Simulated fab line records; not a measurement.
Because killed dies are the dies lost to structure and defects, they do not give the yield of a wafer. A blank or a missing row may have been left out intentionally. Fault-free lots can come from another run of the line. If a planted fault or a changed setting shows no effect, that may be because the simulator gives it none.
Chamber matching / flow nandHarc / 4 sister chambers for NHARC_P_M1_ETCH_35 on rieDiel-03
The step etches the open film in N2/H2, target depth 40 nm, overetch 12 nm, time 43.94 s. 7 wafers are shown with their chamber, then 10 later ones without.

## WAFERS, EACH WITH ITS CHAMBER
wafer=L080.1; chamber=3; drypumpMotorCurrentA (A)=5.7; rfVppV (V)=430.5
wafer=L081.4; chamber=0; drypumpMotorCurrentA (A)=5.2; rfVppV (V)=430.2
wafer=L086.2; chamber=0; drypumpMotorCurrentA (A)=5.3; rfVppV (V)=431.7
wafer=L086.3; chamber=2; drypumpMotorCurrentA (A)=6.3; rfVppV (V)=433.2
wafer=L086.5; chamber=1; drypumpMotorCurrentA (A)=5.9; rfVppV (V)=433.1
wafer=L089.2; chamber=2; drypumpMotorCurrentA (A)=6.4; rfVppV (V)=432.9
wafer=L089.3; chamber=1; drypumpMotorCurrentA (A)=5.9; rfVppV (V)=434.3

## WAFERS WHOSE CHAMBER IS MISSING
wafer=L089.5; drypumpMotorCurrentA (A)=5.7; rfVppV (V)=429.7
wafer=L090.2; drypumpMotorCurrentA (A)=5.9; rfVppV (V)=432.5
wafer=L090.3; drypumpMotorCurrentA (A)=6.4; rfVppV (V)=433.3
wafer=L090.6; drypumpMotorCurrentA (A)=5.9; rfVppV (V)=433.5
wafer=L091.2; drypumpMotorCurrentA (A)=5.7; rfVppV (V)=429.8
wafer=L091.4; drypumpMotorCurrentA (A)=5.3; rfVppV (V)=430.2
wafer=L091.5; drypumpMotorCurrentA (A)=5.2; rfVppV (V)=430.5
wafer=L094.2; drypumpMotorCurrentA (A)=5.9; rfVppV (V)=432.1
wafer=L094.4; drypumpMotorCurrentA (A)=6.3; rfVppV (V)=433.3
wafer=L094.5; drypumpMotorCurrentA (A)=5.9; rfVppV (V)=432.8

## EACH ONE'S CHAMBER
wafer=L089.5; from the rows above=3; in truth=3
wafer=L090.2; from the rows above=1; in truth=1
wafer=L090.3; from the rows above=2; in truth=2
wafer=L090.6; from the rows above=1; in truth=1
wafer=L091.2; from the rows above=3; in truth=3
wafer=L091.4; from the rows above=0; in truth=0
wafer=L091.5; from the rows above=0; in truth=0
wafer=L094.2; from the rows above=can't be placed: 1 or 3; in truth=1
wafer=L094.4; from the rows above=2; in truth=2
wafer=L094.5; from the rows above=1; in truth=1
Placed correctly: 9 of 10. From these rows, 1 cannot be placed; in 1 the true chamber is one of the candidates. Wrongly placed: 0.
How it was worked out, from the rows above alone: a wafer's distance from a chamber is the root of the sum, over the readings, of the square of ((its reading less the chamber's mean) divided by the reading's scatter). The wafer belongs to the nearest chamber; if the next one is less than 2 further off, it can't be placed. Each chamber's mean is taken over the wafers shown for it. How the scatter is found: for the shown wafers, subtract from each reading the mean of its chamber, square and add these, divide the total by (wafers less chambers), then take the root.
